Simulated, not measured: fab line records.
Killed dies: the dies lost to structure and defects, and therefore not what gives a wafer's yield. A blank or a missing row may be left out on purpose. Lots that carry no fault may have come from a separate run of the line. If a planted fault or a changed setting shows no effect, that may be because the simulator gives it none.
Chamber matching + flow n5Finfet + N5_BEOL_M2_STRIP_36 on rieDiel-02 has 4 sister chambers
The step strips in N2/H2. 8 wafers are shown with their chamber, then 12 later ones without.

EACH WAFER AND ITS CHAMBER
| wafer  | chamber | showerheadPlenumPTorr (Torr) | drypumpMotorCurrentA (A) |
|--------|---------|------------------------------|--------------------------|
| L078.3 | 2       | 2.64                         | 4.8                      |
| L080.3 | 3       | 2.50                         | 5.2                      |
| L080.4 | 2       | 2.64                         | 4.8                      |
| L080.5 | 0       | 2.61                         | 5.9                      |
| L080.6 | 1       | 2.41                         | 5.6                      |
| L084.2 | 0       | 2.61                         | 5.9                      |
| L084.3 | 3       | 2.50                         | 5.2                      |
| L084.5 | 1       | 2.40                         | 5.7                      |

WAFERS WITH NO CHAMBER GIVEN
| wafer  | showerheadPlenumPTorr (Torr) | drypumpMotorCurrentA (A) |
|--------|------------------------------|--------------------------|
| L085.1 | 2.64                         | 4.8                      |
| L085.4 | 2.40                         | 5.6                      |
| L085.5 | 2.50                         | 5.2                      |
| L087.1 | 2.40                         | 5.7                      |
| L087.5 | 2.40                         | 5.7                      |
| L087.6 | 2.60                         | 5.9                      |
| L089.1 | 2.60                         | 5.9                      |
| L089.3 | 2.63                         | 4.8                      |
| L089.5 | 2.60                         | 5.9                      |
| L092.1 | 2.40                         | 5.7                      |
| L092.2 | 2.49                         | 5.2                      |
| L092.3 | 2.63                         | 4.8                      |

WHICH CHAMBER EACH WENT THROUGH
| wafer  | from the rows above | in truth |
|--------|---------------------|----------|
| L085.1 | 2                   | 2        |
| L085.4 | 1                   | 1        |
| L085.5 | 3                   | 3        |
| L087.1 | 1                   | 1        |
| L087.5 | 1                   | 1        |
| L087.6 | 0                   | 0        |
| L089.1 | 0                   | 0        |
| L089.3 | 2                   | 2        |
| L089.5 | 0                   | 0        |
| L092.1 | 1                   | 1        |
| L092.2 | 3                   | 3        |
| L092.3 | 2                   | 2        |
Correctly placed: 12 of 12. Left unplaced by these rows: 0. Wrongly placed: 0.
How it was worked out, from the rows above alone: a wafer's distance from a chamber is the root of the sum, over the readings, of the square of ((its reading less the chamber's mean) divided by the reading's scatter). The wafer belongs to the nearest chamber; if the next one is less than 2 further off, it can't be placed. Each chamber's mean is taken over the wafers shown for it. The scatter is the square root of a quotient: the sum, over the shown wafers, of each reading's squared deviation from its chamber's mean, divided by wafers minus chambers.
